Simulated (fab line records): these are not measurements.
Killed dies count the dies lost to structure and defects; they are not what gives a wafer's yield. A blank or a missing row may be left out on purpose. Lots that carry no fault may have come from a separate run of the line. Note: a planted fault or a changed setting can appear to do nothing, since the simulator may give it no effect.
fab line records -- flow nand-harc
record lots=14, wafers=42, last-day=34
route steps=1302 shown A_CHANNEL_HOLE_D2@604 A_CHANNEL_FILL_D2@612
lots untouched by any fault: they come from a run of this same line in which no faults occurred
start-h: the number of hours between the record's first day and the start of the first shown wafer of the lot -- wait-h: time in hours since the lot's previous step -- " identical to the entry in the row above -- L1.1+2: one row covering several wafers at once -- - no value, or no start given -- * or withheld: withheld -- < > ~ a bound
route shown NAME@n: NAME is a module with steps in the file, n the number in the route of the first one -- usual: mean and standard deviation over wafers with no fault -- same: alike in all rows -- chamber/n: place in a boat -- sites: per-site readings -- _std_site: the values' standard deviation -- _edge_site: outer sites' mean less inner sites' -- radius-mm: how far each site lies from the wafer's centre -- mask NAME#n: copy n -- behind: the most recent tool/chamber to have shaped the wafer -- hold: reason for holding the lot/hours on hold/outcome of the hold -- device: whichever transistor did not switch (one of n, p or np) -- end of line: the tests these same wafers got at the end of their route -- where a step has no rows: the recipe by itself -- killed: not the wafer's yield, but the dies lost to structure and defects at the first sort -- map: the dies of a wafer, with x for killed, . for not killed, _ for no die there
set.NAME: setting as actually run; set.NAME@STEP: the setting as run at that earlier step -- model.NAME: the simulator's own value behind a step, which no gauge read
one table for each step of the route and one row for each wafer, over a sample of lots
services: from which hour (start-h, from the record's first day; less than 0 if before it) a tool's chamber was out of use, for how many hours, and why
## steps
# step NHARC_A_CHANNEL_HOLE_D2_STRIP_28
# recipe o2-flow-sccm=500, ar-flow-sccm=0, bias-w=0, chemistry=O2
# usual chamber-pressure-mTorr=60.00/0.055, drypump-motor-current-A=5.6/0.59, oes-product-au=1.000/0.0077, rf-vpp-V=58.1/0.84, showerhead-plenum-p-Torr=3.63/0.12, throttle-valve-pct=17.036/0.0093
lot.wafer,tool,chamber,start-h,wait-h,chamber-pressure-mTorr,drypump-motor-current-A,oes-product-au,rf-hours-counter-h,rf-vpp-V,showerhead-plenum-p-Torr,throttle-valve-pct
L221.4,rie-diel-08,0,-,-,59.98,6.0,1.010,7.7,57.8,3.32,17.033
L221.1,rie-diel-08,2,-,-,60.01,5.5,1.002,9.0,56.8,3.33,17.038
L221.3,rie-diel-08,3,-,-,59.92,5.4,1.010,9.1,58.0,3.58,17.046
L222.1,rie-diel-07,1,-,-,59.94,6.4,1.012,1.5,58.8,3.75,17.050
L222.4,rie-diel-07,2,-,-,59.95,4.6,0.998,2.5,58.6,3.68,17.044
L222.2,rie-diel-07,0,-,-,59.98,5.8,0.995,2.6,58.8,3.60,17.029
L223.2,rie-diel-09,1,-,-,59.89,5.2,1.003,0.8,57.3,3.77,17.043
L223.1,rie-diel-09,3,-,-,60.09,5.9,1.006,0.5,59.2,3.67,17.022
L223.6,rie-diel-09,1,-,-,59.98,5.2,1.002,-,58.2,3.77,17.026
L226.4,rie-diel-07,1,-,-,59.97,6.4,1.013,2.9,58.2,3.75,17.018
L226.3,rie-diel-07,2,-,-,60.07,4.6,1.000,3.9,58.4,3.68,17.026
L226.6,rie-diel-07,2,-,-,59.95,4.6,0.987,-,57.7,3.68,17.035
L227.4,rie-diel-07,2,-,-,59.96,4.6,0.997,4.0,58.7,3.68,17.023
L227.6,rie-diel-07,2,-,-,60.00,4.6,0.998,-,56.8,3.68,17.051
L227.5,rie-diel-07,3,-,-,60.11,6.3,0.995,-,56.7,3.59,17.029
L228.1,rie-diel-07,0,-,-,59.95,5.8,1.012,5.1,58.4,3.60,17.045
L228.2,rie-diel-07,1,-,-,60.02,6.4,1.021,3.9,59.1,3.75,17.029
L228.5,rie-diel-07,2,-,-,60.03,4.6,0.998,-,58.2,3.68,17.034
L232.3,rie-diel-07,1,-,-,59.94,6.4,1.006,6.2,57.2,3.75,17.024
L232.2,rie-diel-07,3,-,-,60.02,6.3,0.994,7.6,57.5,3.58,17.051
L232.6,rie-diel-07,1,-,-,60.04,6.4,1.002,-,59.5,3.75,17.031
L233.1,rie-diel-09,3,-,-,60.05,5.9,1.007,7.5,58.1,3.67,17.020
L233.5,rie-diel-09,3,-,-,60.08,5.8,1.004,-,58.2,3.67,17.053
L233.6,rie-diel-09,0,-,-,59.97,5.5,0.998,-,57.7,3.60,17.025
L235.4,rie-diel-07,1,-,-,59.95,6.4,1.008,7.4,58.3,3.75,17.046
L235.2,rie-diel-07,2,-,-,59.91,4.6,0.994,8.0,58.4,3.68,17.055
L235.1,rie-diel-07,3,-,-,60.05,6.3,0.994,8.5,57.8,3.58,17.033
L238.3,rie-diel-08,2,-,-,59.94,5.5,0.992,4.8,57.9,3.32,17.040
L238.5,rie-diel-08,2,-,-,59.97,5.5,1.017,-,58.3,3.32,17.042
L238.6,rie-diel-08,3,-,-,60.07,5.4,1.007,-,57.6,3.57,17.036
L240.4,rie-diel-08,2,-,-,60.02,5.5,1.015,5.3,57.2,3.32,17.032
L240.2,rie-diel-08,3,-,-,59.95,5.4,1.003,5.4,59.8,3.57,17.033
L240.6,rie-diel-08,2,-,-,59.94,5.5,1.006,-,57.2,3.32,17.048
L241.4,rie-diel-07,2,-,-,59.98,4.6,1.000,1.7,58.1,3.68,17.039
L241.3,rie-diel-07,0,-,-,59.98,5.8,0.988,1.1,58.6,3.60,17.048
L241.5,rie-diel-07,2,-,-,60.05,4.6,1.002,-,58.4,3.68,17.027
L242.1,rie-diel-09,3,-,-,60.04,5.9,0.989,1.0,57.2,3.67,17.038
L242.2,rie-diel-09,0,-,-,60.09,5.5,0.992,0.6,57.6,3.60,17.040
L242.5,rie-diel-09,3,-,-,59.94,5.8,0.996,-,59.6,3.67,17.029
L244.3,rie-diel-07,0,-,-,60.02,5.8,1.002,3.3,58.2,3.60,17.017
L244.2,rie-diel-07,2,-,-,59.93,4.6,0.986,4.1,59.0,3.67,17.030
L244.6,rie-diel-07,1,-,-,60.00,6.4,0.997,-,58.3,3.75,17.052
# step NHARC_A_CHANNEL_FILL_D2_ALD_02
# recipe target-thk-a=60, pulse-time-s=10, ald-cycles=60, temp-c=300, material=SiO2
# usual ald-cycles=60/0, heater-power-outer-w=265/30, heater-power-w=480/61, precursor-pulse-height-rel=1.002/0.019
lot.wafer,tool,chamber,start-h,wait-h,ald-cycles,heater-power-outer-w,heater-power-w,precursor-pulse-height-rel,since-wet-clean-h
L221.4,ald-hk-04,3,330.24,-,60,269,492,1.014,59
L221.3,ald-hk-04,0,330.24,-,60,249,433,1.010,59
L221.1,ald-hk-04,1,330.24,-,60,213,370,0.994,59
L222.2,ald-hk-04,2,334.31,-,60,261,496,0.987,63
L222.4,ald-hk-04,3,334.31,-,60,264,493,0.986,63
L222.1,ald-hk-04,0,334.31,-,60,241,435,0.998,63
L223.1,ald-hk-02,1,334.45,-,60,227,431,1.011,148
L223.2,ald-hk-02,0,334.45,-,60,263,468,1.024,148
L223.6,ald-hk-02,2,334.45,-,60,275,505,1.007,-
L226.4,ald-hk-04,1,352.34,-,60,211,362,1.021,81
L226.3,ald-hk-04,2,352.34,-,60,265,501,0.986,81
L226.6,ald-hk-04,0,352.34,-,60,247,425,0.982,-
L227.4,ald-hk-04,2,354.90,-,60,264,496,1.005,83
L227.6,ald-hk-04,0,354.90,-,60,241,425,1.021,-
L227.5,ald-hk-04,1,354.90,-,60,211,356,0.996,-
L228.2,ald-hk-04,2,367.06,-,60,265,496,1.011,96
L228.1,ald-hk-04,3,367.06,-,60,258,506,1.021,96
L228.5,ald-hk-04,1,367.06,-,60,206,350,0.980,-
L232.3,ald-hk-02,2,412.57,-,-,-,-,-,-
L232.2,ald-hk-02,3,412.57,-,-,-,-,-,-
L232.6,ald-hk-02,1,412.57,-,-,-,-,-,-
L233.1,ald-hk-03,3,412.66,-,-,-,-,-,-
L233.6,ald-hk-03,3,412.66,-,-,-,-,-,-
L233.5,ald-hk-03,0,412.66,-,-,-,-,-,-
L235.2,ald-hk-02,2,447.46,-,60,288,522,0.984,83
L235.4,ald-hk-02,0,447.46,-,60,278,492,0.998,83
L235.1,ald-hk-02,1,447.46,-,60,259,462,1.022,83
L238.3,ald-hk-03,3,471.90,-,60,288,521,1.001,67
L238.6,ald-hk-03,0,471.90,-,60,266,472,0.988,-
L238.5,ald-hk-03,1,471.90,-,60,227,427,0.996,-
L240.2,ald-hk-04,3,490.87,-,60,269,480,1.010,40
L240.4,ald-hk-04,0,490.87,-,60,240,429,0.993,40
L240.6,ald-hk-04,2,490.87,-,60,257,476,0.968,-
L241.4,ald-hk-03,0,493.80,-,60,266,468,1.034,89
L241.3,ald-hk-03,2,493.80,-,60,297,547,0.996,89
L241.5,ald-hk-03,0,493.80,-,60,273,483,0.963,-
L242.1,ald-hk-04,3,517.47,-,60,266,494,0.992,67
L242.2,ald-hk-04,1,517.47,-,60,214,366,1.009,67
L242.5,ald-hk-04,3,517.47,-,60,266,501,0.991,-
L244.3,ald-hk-03,3,532.94,-,60,296,535,0.980,128
L244.2,ald-hk-03,1,532.94,-,60,230,437,1.053,128
L244.6,ald-hk-03,3,532.94,-,60,290,536,0.987,-
# step NHARC_A_CHANNEL_FILL_D2_ETCHBACK_20
# recipe target-depth-a=270, time-s=13.5, c4f8-flow-sccm=withheld, o2-flow-sccm=8, ar-flow-sccm=withheld, rf-w=600, bias-w=1500, chemistry=C4F8/O2/Ar
# usual chamber-pressure-mTorr=25.002/0.024, oes-product-au=0.986/0.023, rf-vpp-V=978/6
lot.wafer,tool,chamber,start-h,wait-h,chamber-pressure-mTorr,oes-product-au,rf-hours-counter-h,rf-vpp-V
L221.1,rie-diel-13,3,354.80,-,25.013,1.003,0,973
L221.3,rie-diel-13,0,354.80,-,24.985,0.996,0,979
L221.4,rie-diel-13,1,354.80,-,25.019,0.995,0,986
L222.1,rie-diel-13,1,358.50,-,24.999,1.001,0,986
L222.4,rie-diel-13,3,358.50,-,24.974,0.989,0,972
L222.2,rie-diel-13,0,358.50,-,24.989,0.989,0,980
L223.2,rie-diel-13,3,358.57,-,25.034,1.003,0,974
L223.1,rie-diel-13,0,358.57,-,24.961,1.005,0,979
L223.6,rie-diel-13,1,358.57,-,25.003,1.013,-,986
L227.4,rie-diel-02,3,376.43,-,24.993,0.973,29,978
L227.5,rie-diel-02,2,376.43,-,24.990,0.982,-,970
L227.6,rie-diel-02,3,376.43,-,25.001,0.961,-,978
L226.3,rie-diel-13,3,376.44,-,25.033,0.945,1,973
L226.4,rie-diel-13,0,376.44,-,25.024,0.939,2,980
L226.6,rie-diel-13,1,376.44,-,24.978,0.940,-,987
L228.2,rie-diel-13,0,391.58,-,25.003,1.000,2,979
L228.1,rie-diel-13,2,391.58,-,25.040,0.998,1,976
L228.5,rie-diel-13,0,391.58,-,25.015,0.998,-,981
L233.1,rie-diel-13,3,438.05,-,25.010,1.000,3,975
L233.6,rie-diel-13,1,438.05,-,25.028,1.000,-,985
L233.5,rie-diel-13,3,438.05,-,25.027,0.996,-,972
L232.2,rie-diel-02,1,438.05,-,25.031,0.991,8,985
L232.3,rie-diel-02,3,438.05,-,25.015,0.998,6,977
L232.6,rie-diel-02,2,438.05,-,25.004,1.007,-,969
L235.2,rie-diel-13,2,472.02,-,24.987,1.000,3,977
L235.1,rie-diel-13,3,472.02,-,24.994,1.002,4,973
L235.4,rie-diel-13,0,472.02,-,25.006,1.002,4,979
L238.3,rie-diel-02,2,496.73,-,25.024,1.002,13,969
L238.5,rie-diel-02,2,496.73,-,24.994,1.001,-,970
L238.6,rie-diel-02,3,496.73,-,24.996,0.999,-,976
L240.4,rie-diel-04,2,517.00,-,24.997,0.956,4,971
L240.2,rie-diel-04,0,517.00,-,24.999,0.966,4,969
L240.6,rie-diel-04,2,517.00,-,24.969,0.963,-,971
L241.3,rie-diel-04,0,517.06,-,25.013,0.971,4,970
L241.4,rie-diel-04,2,517.06,-,25.022,0.976,4,971
L241.5,rie-diel-04,0,517.06,-,24.969,0.964,-,970
L242.2,rie-diel-13,1,544.87,-,25.000,1.015,0,988
L242.1,rie-diel-13,3,544.87,-,25.007,1.000,0,974
L242.5,rie-diel-13,2,544.87,-,25.028,1.002,-,977
L244.3,rie-diel-13,1,556.74,-,25.021,1.000,0,987
L244.2,rie-diel-13,2,556.74,-,24.998,0.989,0,978
L244.6,rie-diel-13,2,556.74,-,24.988,1.000,-,978
# step NHARC_A_CHANNEL_FILL_D2_STRIP_29
# recipe time-s=20, o2-flow-sccm=500, ar-flow-sccm=0, bias-w=0, chemistry=O2
# usual chamber-pressure-mTorr=60.00/0.059, drypump-motor-current-A=5.7/0.59, oes-product-au=1.002/0.0072, rf-vpp-V=57.7/0.88, showerhead-plenum-p-Torr=3.51/0.15, throttle-valve-pct=17.035/0.0083
lot.wafer,tool,chamber,start-h,wait-h,chamber-pressure-mTorr,drypump-motor-current-A,oes-product-au,rf-hours-counter-h,rf-vpp-V,showerhead-plenum-p-Torr,throttle-valve-pct
L221.3,rie-diel-13,3,-,-,60.06,5.5,0.994,1,56.6,3.41,17.028
L221.1,rie-diel-13,0,-,-,60.05,6.5,0.985,1,58.7,3.57,17.030
L221.4,rie-diel-13,1,-,-,60.05,5.6,0.997,1,59.1,3.74,17.031
L222.2,rie-diel-04,3,-,-,60.00,6.1,1.006,0,57.4,3.41,17.016
L222.1,rie-diel-04,0,-,-,59.99,5.0,0.999,0,58.1,3.32,17.046
L222.4,rie-diel-04,1,-,-,59.98,6.5,1.003,0,58.0,3.77,17.028
L223.1,rie-diel-13,3,-,-,59.99,5.5,0.993,1,57.1,3.41,17.041
L223.2,rie-diel-13,0,-,-,60.01,6.5,0.985,2,57.9,3.57,17.015
L223.6,rie-diel-13,2,-,-,59.96,4.7,0.999,-,57.4,3.52,17.063
L226.3,rie-diel-04,0,-,-,59.96,5.0,0.993,1,56.8,3.32,17.028
L226.4,rie-diel-04,3,-,-,59.90,6.1,1.001,1,58.1,3.41,17.049
L226.6,rie-diel-04,1,-,-,60.00,6.5,0.996,-,59.5,3.76,17.038
L227.4,rie-diel-13,1,-,-,60.04,5.6,1.003,2,56.8,3.74,17.022
L227.5,rie-diel-13,3,-,-,60.08,5.5,0.997,-,56.9,3.41,17.037
L227.6,rie-diel-13,0,-,-,60.01,6.5,1.002,-,57.8,3.57,17.034
L228.2,rie-diel-04,3,-,-,59.95,6.1,1.016,1,56.6,3.41,17.030
L228.1,rie-diel-04,0,-,-,59.90,5.0,0.995,1,58.4,3.32,17.051
L228.5,rie-diel-04,3,-,-,60.01,6.1,1.019,-,57.1,3.41,17.033
L232.2,rie-diel-13,0,-,-,60.08,6.5,0.998,4,58.4,3.57,17.013
L232.3,rie-diel-13,3,-,-,60.09,5.5,0.998,3,57.5,3.41,17.027
L232.6,rie-diel-13,0,-,-,59.99,6.5,1.010,-,57.1,3.57,17.037
L233.1,rie-diel-04,1,-,-,60.04,6.5,0.993,3,57.8,3.76,17.040
L233.6,rie-diel-04,1,-,-,60.04,6.5,0.999,-,57.5,3.76,17.041
L233.5,rie-diel-04,2,-,-,60.00,5.8,0.993,-,57.7,3.33,17.041
L235.4,rie-diel-02,2,-,-,60.04,6.3,1.003,13,58.0,3.33,17.032
L235.2,rie-diel-02,3,-,-,60.05,5.8,1.005,13,57.3,3.48,17.038
L235.1,rie-diel-02,0,-,-,60.03,4.8,1.002,15,57.8,3.41,17.034
L238.3,rie-diel-04,3,-,-,59.99,6.1,1.007,3,57.5,3.41,17.040
L238.6,rie-diel-04,1,-,-,59.94,6.5,0.992,-,57.8,3.76,17.029
L238.5,rie-diel-04,2,-,-,59.97,5.8,0.997,-,57.7,3.33,17.030
L240.2,rie-diel-13,3,-,-,60.00,5.5,0.991,0,57.5,3.41,17.040
L240.4,rie-diel-13,0,-,-,60.03,6.5,1.011,0,56.8,3.56,17.028
L240.6,rie-diel-13,2,-,-,59.98,4.8,1.008,-,55.9,3.52,17.026
L241.4,rie-diel-13,2,-,-,59.93,4.8,0.998,0,59.0,3.52,17.027
L241.3,rie-diel-13,0,-,-,60.01,6.5,0.996,0,57.3,3.56,17.039
L241.5,rie-diel-13,1,-,-,60.00,5.6,1.002,-,58.4,3.74,17.035
L242.1,rie-diel-04,0,-,-,60.07,5.0,1.001,1,56.8,3.31,17.051
L242.2,rie-diel-04,1,-,-,60.11,6.5,0.990,1,59.0,3.76,17.045
L242.5,rie-diel-04,3,-,-,59.98,6.1,0.993,-,58.2,3.41,17.050
L244.3,rie-diel-04,3,-,-,60.03,6.1,1.019,1,56.6,3.41,17.032
L244.2,rie-diel-04,0,-,-,59.98,5.0,1.015,2,57.0,3.31,17.040
L244.6,rie-diel-04,3,-,-,60.03,6.1,1.006,-,58.5,3.41,17.023
## services
tool,chamber,start-h,hours,kind
rie-diel-04,0,311.10,9.9,repair
rie-diel-09,-,320.11,9.0,pm
rie-diel-09,2,333.18,19.9,repair
rie-diel-13,-,342.00,9.0,pm
rie-diel-04,-,355.10,9.0,pm
rie-diel-13,-,383.48,1.0,repair
rie-diel-02,-,394.17,9.0,pm
ald-hk-03,-,395.40,10.0,pm
rie-diel-13,-,399.03,0.6,repair
rie-diel-13,1,404.10,3.1,repair
rie-diel-13,2,425.60,6.6,repair
rie-diel-13,2,432.65,13.3,repair
rie-diel-02,2,450.36,11.7,repair
rie-diel-13,1,462.96,6.3,repair
rie-diel-04,3,469.57,7.2,repair
rie-diel-07,-,471.21,9.0,pm
rie-diel-13,0,476.33,2.7,repair
rie-diel-04,2,488.26,18.9,repair
rie-diel-13,-,519.00,9.0,pm
rie-diel-04,1,524.35,12.0,repair
rie-diel-04,-,532.10,9.0,pm
rie-diel-13,-,539.92,0.3,repair
rie-diel-13,3,545.90,7.1,repair
rie-diel-02,-,571.20,9.0,pm
## key
first-sign step=NHARC_A_CHANNEL_FILL_D2_ALD_02, reading=tool-record, direction=missing
effect none on later readings
met-at NHARC_A_CHANNEL_FILL_D2_ALD_02
struck-lots L232,L233
later-rows-left-out L232.2,L232.3,L232.6,L233.1,L233.5,L233.6
sort-left-out L232.2,L232.3,L232.6,L233.1,L233.5,L233.6
tester-left-out L232,L233
not-acting-at NHARC_A_CHANNEL_HOLE_D2_STRIP_28,NHARC_A_CHANNEL_FILL_D2_ETCHBACK_20,NHARC_A_CHANNEL_FILL_D2_STRIP_29
onset-between 334.45 412.57
fault kind=skipped-step-whole, tool=ald-hk-02,ald-hk-03, chamber=-, onset-h=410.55, steps=NHARC_A_CHANNEL_FILL_D2_ALD_02, scope=struck-lots-only
# tester-left-out: of these lots the tester's yield and bins aren't shown, on N5 and GAA mostly nor the transistor test; their killed dies are dies lost to structure and defects alone, not to doping, threshold or leakage, so they don't give the yield
# sort-left-out: the simulated sort isn't trusted on such a fault, so these wafers' sort isn't shown, and their yield isn't known
# later-rows-left-out: the simulator's readings of these wafers behind a module that went badly wrong aren't trusted and aren't shown, but for the sort
